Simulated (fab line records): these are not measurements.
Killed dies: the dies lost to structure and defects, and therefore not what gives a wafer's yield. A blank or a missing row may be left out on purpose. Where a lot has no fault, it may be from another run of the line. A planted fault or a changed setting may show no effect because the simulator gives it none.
The tool behind it: which one?    flow nand harc    11 lots with 33 wafers sampled at 4 steps, on a route of 1302 steps

== WHAT THE GAUGES SHOWED, per wafer ==
The record holds no reading of a measuring or inspecting step that can be judged against a usual standard deviation.

== EACH LOT AND THE TOOL THAT RAN IT (in order: tool; ch and the chambers of the sampled wafers; start) ==
lot   NHARC_A_STAIRCASE_EXPOSE_214       NHARC_A_STAIRCASE_DESCUM_219        NHARC_A_STAIRCASE_TRIM_222                     NHARC_A_STAIRCASE_TRIM_229
L662  krf scanner-01 ch 0, day 16 02:58  rie diel-01 ch 0,1, day 16 03:20    rie diel-01 ch 0,1, day 16 04:53 or earlier    rie diel-01 ch 0,3, day 16 04:53
L663  krf scanner-01 ch 0, day 16 07:39  rie diel-03 ch 0,1,2, day 16 08:03  rie diel-03 ch 0,1,3, day 16 09:08 or earlier  rie diel-13 ch 0,1, day 16 09:08
L664  krf scanner-03 ch 0, day 16 11:58  rie diel-03 ch 0,2,3, day 16 12:21  rie diel-03 ch 0,1,3, day 16 13:28 or earlier  rie diel-03 ch 1,2,3, day 16 13:28
L667  krf scanner-01 ch 0, day 18 08:28  rie diel-13 ch 0,1,3, day 18 10:47  rie diel-13 ch 1,2,3, day 18 12:48 or earlier  rie diel-01 ch 2,3, day 18 12:48
L675  krf scanner-04 ch 0, day 22 01:52  rie diel-01 ch 0,1, day 22 02:14    rie diel-01 ch 0,1,3, day 22 04:11 or earlier  rie diel-01 ch 0,1,2, day 22 04:11
L674  krf scanner-01 ch 0, day 22 04:20  rie diel-13 ch 0,3, day 22 04:56    rie diel-13 ch 1,2, day 22 06:23 or earlier    rie diel-13 ch 0,2,3, day 22 06:23
L678  krf scanner-03 ch 0, day 22 12:35  rie diel-01 ch 1,2,3, day 22 12:57  rie diel-01 ch 0,2,3, day 22 14:37 or earlier  rie diel-13 ch 0,1, day 22 14:37
L680  krf scanner-03 ch 0, day 23 07:04  rie diel-13 ch 0,2,3, day 23 07:26  rie diel-13 ch 2,3, day 23 08:34 or earlier    rie diel-13 ch 0,1,3, day 23 08:34
L679  krf scanner-04 ch 0, day 23 07:28  rie diel-01 ch 0,2,3, day 23 07:52  rie diel-01 ch 0,1, day 23 08:58 or earlier    rie diel-01 ch 2,3, day 23 08:58
L681  krf scanner-04 ch 0, day 23 19:51  rie diel-01 ch 2,3, day 23 20:14    rie diel-01 ch 1,3, day 23 21:33 or earlier    rie diel-01 ch 1,3, day 23 21:33
L683  krf scanner-04 ch 0, day 25 15:00  rie diel-13 ch 2,3, day 25 15:23    rie diel-13 ch 0,1,3, day 25 16:32 or earlier  rie diel-01 ch 0,2,3, day 25 16:32
- NHARC_A_STAIRCASE_EXPOSE_214: exposes mask STAIR 3.
- NHARC_A_STAIRCASE_DESCUM_219: chemistry O2, time 3 s.
- NHARC_A_STAIRCASE_TRIM_222: chemistry O2, time 211.2 s.
- NHARC_A_STAIRCASE_TRIM_229: chemistry O2, time 211.2 s.

== AS READ BY THE TOOLS THEMSELVES (means over the sampled wafers that have a number; for cases with no such wafer, the mark the record gives instead) ==
NHARC_A_STAIRCASE_EXPOSE_214. Usual: exposure dose mJ cm2 31.25, standard deviation 0.03; focus offset nm 0.1 nm, standard deviation 0.47.
lot   tool            exposure dose mJ cm2  focus offset nm (nm)  flag
L662  krf scanner-01  31.29                 -0.0                  
L663  krf scanner-01  31.24                 -0.3                  
L664  krf scanner-03  31.25                 0.3                   
L667  krf scanner-01  23.66                 -0.1                  OFF
L675  krf scanner-04  31.25                 0.2                   
L674  krf scanner-01  23.65                 0.2                   OFF
L678  krf scanner-03  31.22                 0.9                   
L680  krf scanner-03  31.28                 0.7                   
L679  krf scanner-04  31.24                 0.0                   
L681  krf scanner-04  31.24                 0.6                   
L683  krf scanner-04  31.24                 -0.0                  

NHARC_A_STAIRCASE_DESCUM_219. Usual: drypump motor current A 5.8 A, standard deviation 0.34; oes product au 0.999 a.u., standard deviation 0.013; rf vpp V 57.7 V, standard deviation 0.9; showerhead plenum p Torr 1.89 Torr, standard deviation 0.088; throttle valve pct 11.311 %, standard deviation 0.009.
lot   tool         drypump motor current A (A)  oes product au (a.u.)  rf vpp V (V)  showerhead plenum p Torr (Torr)  throttle valve pct (%)  flag
L662  rie diel-01  5.8                          1.005                  57.9          1.95                             11.301                  
L663  rie diel-03  6.0                          1.008                  58.2          1.84                             11.314                  
L664  rie diel-03  5.9                          1.010                  56.7          1.80                             11.313                  
L667  rie diel-13  5.5                          0.992                  57.9          1.92                             11.311                  
L675  rie diel-01  5.8                          1.002                  58.1          1.94                             11.313                  
L674  rie diel-13  5.6                          0.987                  57.9          1.91                             11.305                  
L678  rie diel-01  6.0                          1.003                  56.9          1.88                             11.307                  
L680  rie diel-13  5.7                          0.986                  58.1          1.93                             11.310                  
L679  rie diel-01  6.0                          0.982                  57.7          1.86                             11.311                  
L681  rie diel-01  6.0                          0.995                  57.5          1.83                             11.307                  
L683  rie diel-13  5.7                          1.000                  58.4          1.94                             11.306                  

NHARC_A_STAIRCASE_TRIM_222. Usual: drypump motor current A 5.8 A, standard deviation 0.32; oes product au 0.999 a.u., standard deviation 0.013; rf vpp V 57.7 V, standard deviation 0.88; showerhead plenum p Torr 3.50 Torr, standard deviation 0.15; throttle valve pct 17.037 %, standard deviation 0.0092.
lot   tool         drypump motor current A (A)  oes product au (a.u.)  rf vpp V (V)  showerhead plenum p Torr (Torr)  throttle valve pct (%)  flag
L662  rie diel-01  5.8                          0.998                  58.2          3.60                             17.044                  
L663  rie diel-03  5.8                          1.022                  57.2          3.42                             17.032                  
L664  rie diel-03  5.8                          1.017                  57.3          3.41                             17.030                  
L667  rie diel-13  5.6                          0.991                  57.7          3.58                             17.037                  
L675  rie diel-01  6.0                          0.993                  57.8          3.50                             17.038                  
L674  rie diel-13  5.9                          0.999                  57.9          3.69                             17.046                  
L678  rie diel-01  6.0                          0.989                  58.1          3.44                             17.031                  
L680  rie diel-13  5.8                          0.985                  59.1          3.58                             17.036                  
L679  rie diel-01  5.9                          1.000                  58.0          3.57                             17.048                  
L681  rie diel-01  6.1                          0.998                  57.8          3.41                             17.037                  
L683  rie diel-13  5.5                          0.980                  58.4          3.51                             17.032                  

NHARC_A_STAIRCASE_TRIM_229. Usual: drypump motor current A 5.8 A, standard deviation 0.35; oes product au 0.999 a.u., standard deviation 0.011; rf vpp V 57.7 V, standard deviation 0.91; showerhead plenum p Torr 3.50 Torr, standard deviation 0.15; throttle valve pct 17.036 %, standard deviation 0.0099.
lot   tool         drypump motor current A (A)  oes product au (a.u.)  rf vpp V (V)  showerhead plenum p Torr (Torr)  throttle valve pct (%)  flag
L662  rie diel-01  6.2                          0.993                  56.9          3.42                             17.039                  
L663  rie diel-13  5.8                          1.002                  58.4          3.64                             17.026                  
L664  rie diel-03  5.8                          1.010                  57.6          3.43                             17.053                  
L667  rie diel-01  6.2                          0.987                  57.0          3.37                             17.030                  
L675  rie diel-01  5.8                          1.001                  57.9          3.54                             17.032                  
L674  rie diel-13  5.7                          0.993                  57.3          3.55                             17.031                  
L678  rie diel-13  5.8                          0.987                  57.7          3.61                             17.039                  
L680  rie diel-13  5.5                          0.991                  57.1          3.52                             17.045                  
L679  rie diel-01  6.2                          0.995                  57.7          3.35                             17.032                  
L681  rie diel-01  5.9                          1.006                  57.9          3.51                             17.033                  
L683  rie diel-01  6.1                          0.998                  56.2          3.43                             17.041                  

== THE ANSWER, worked out from the rows above alone ==
Rule: a lot counts as off when the mean over its wafers that have a number is more than 3 standard deviations away from the usual mean. A lot without any number at a reading at which 4 lots or more have one is off too. Any other lot the step has rows for is counted as sound. After the gauges, taken in route order, come the tools' own readings; for these a lot's mean is taken, as printed above. The first step at which some lot is off is used, and at that step the reading that is off furthest; a lot without a number counts as furthest.
Off, at NHARC_A_STAIRCASE_EXPOSE_214 on exposure dose mJ cm2: L667, L674.
A tool fits if, at that step or a process step before it, it ran every lot that is off, and no sound lot after the first of them. One candidate fits, namely krf scanner-01 at NHARC_A_STAIRCASE_EXPOSE_214. Its last sound lot is L663 (day 16 07:39), its first lot that is off L667 (day 18 08:28): a fault that began between those two fits.
On the lots that are off, the tool's own readings at NHARC_A_STAIRCASE_EXPOSE_214 differ by more than 5 times the standard deviation of the sound lots' means, which bears it out; exposure dose mJ cm2 reads 23.66 there versus 31.25 on the sound lots.

== WHAT HAD BEEN PUT IN BY THE SIMULATOR ==
Drift in process parameters on krf scanner-01 at NHARC_A_STAIRCASE_EXPOSE_214, starting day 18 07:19. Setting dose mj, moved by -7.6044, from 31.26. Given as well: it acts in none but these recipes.
Struck lots among those shown: L667, L674. This agrees with what the rule above found.
